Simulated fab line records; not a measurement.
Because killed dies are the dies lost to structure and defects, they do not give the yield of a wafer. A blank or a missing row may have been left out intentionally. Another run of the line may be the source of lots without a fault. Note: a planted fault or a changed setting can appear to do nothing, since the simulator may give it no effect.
Code-filled problem report in 8D (eight disciplines) form + flow n5_finfet + the parts of the form that need people (team, actions taken, sign-off) are left out

1. WHAT IS WRONG
Mean of barrier_field_endpoint_s at N5_BEOL_M11_CMP_52: 18.2 s across 2 wafers in 2 lots; on wafers with no fault it is 29.0 s (standard deviation 1). That is -11 standard deviations from the usual mean.
The step: polishes, stops on SiCOH lowk, t overpolish 7 s, target thk 140 nm.
Earliest sighting: wafer L143.6 on cmp-02 at day 13 20:52. At this step, 30 wafers from 11 lots have a number in the record. By rule, "out" or "out of limits" means more than 4 standard deviations away from the usual mean. Any other wafer with a number is counted as sound.

2. WHAT IT IS; WHAT IT IS NOT
| question                    | is                       | is not                                                                                  |
|-----------------------------|--------------------------|-----------------------------------------------------------------------------------------|
| which readings at this step | barrier_field_endpoint_s | clearing_platen_down_force_psi, clearing_platen_rpm, head_pressure_psi, motor_current_A |
| which lots                  | L143, L146               | L130, L132, L133, L134, L138, L140, L141, L142, L152                                    |
| which wafers of those lots  | L143.6, L146.2           | L143.3, L146.3                                                                          |
| read on which tools         | cmp-01, cmp-02           | cmp-04                                                                                  |
| when                        | from day 13 20:52        | up to then (24 sound wafers); but 4 sound wafers of L146, L152 came after               |

3. WHAT RULES OUT EACH SUSPECT
Counting: if a tool at a process step up to the reading ran every lot that is out, it stays a suspect. Sound lots after the first of them don't rule it out here, since some wafers of a struck lot are sound.
- pecvd-02 at N5_BEOL_M11_PECVD_70 (deposits SiO2 from TEOS/O2, target thk 20 nm, time 22.7 s): kept. It processed each lot that is out (first: L143, day 13 13:04); up to then, its last sound lot is L141 (day 13 00:38).
- uv_cure-02 at N5_BEOL_M11_CURE_72 (cures SiCOH lowk, time 120 s): kept. It processed each lot that is out (first: L143, day 13 18:26); up to then, its last sound lot is L132 (day 10 14:25).
What counting leaves: pecvd-02 at N5_BEOL_M11_PECVD_70 and uv_cure-02 at N5_BEOL_M11_CURE_72.

4. THE CAUSE (what the simulator had put in)
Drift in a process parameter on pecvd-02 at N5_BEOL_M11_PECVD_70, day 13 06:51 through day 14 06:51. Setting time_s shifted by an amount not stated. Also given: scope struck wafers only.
This tool is one of the 2 suspects left after counting.

5. THE CHAIN OF EFFECTS, in route order
Each row: a reading whose mean over the struck wafers that have a number lies more than 3 standard deviations from the usual. Readings are gone through only where the record gives a usual standard deviation; hours: the median, over the lots, of the time from a lot's start at the first step in this table giving one to that lot's start at this step; sigmas: the change measured in usual standard deviations.
| hours | step               | reading                  | usual  | on struck wafers | change | sigmas |
|-------|--------------------|--------------------------|--------|------------------|--------|--------|
| 0     | N5_BEOL_M11_CMP_52 | barrier_field_endpoint_s | 29.0 s | 18.2             | -10.8  | -11    |
The process steps in it:
- N5_BEOL_M11_CMP_52: polishes, stops on SiCOH lowk, t overpolish 7 s, target thk 140 nm.
Later steps that measure or inspect, where all struck wafers having a row at the step show a number for every such reading and not one has moved that far: N5_BEOL_M12_THK_MEAS_01.

6. HOW IT WOULD HAVE BEEN CAUGHT EARLIER
In this record the first reading out of limits was taken at day 13 20:52, 14 hours after the fault began at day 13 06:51.
No tool reading at N5_BEOL_M11_PECVD_70 that has a usual standard deviation in the record was out on any struck wafer, so an alarm limit of 4 standard deviations on those readings would not have fired.
Among the 2 lots that are out, L146 began N5_BEOL_M11_PECVD_70 on pecvd-02 after day 13 20:52. A hold on the tool at that time would have spared it.
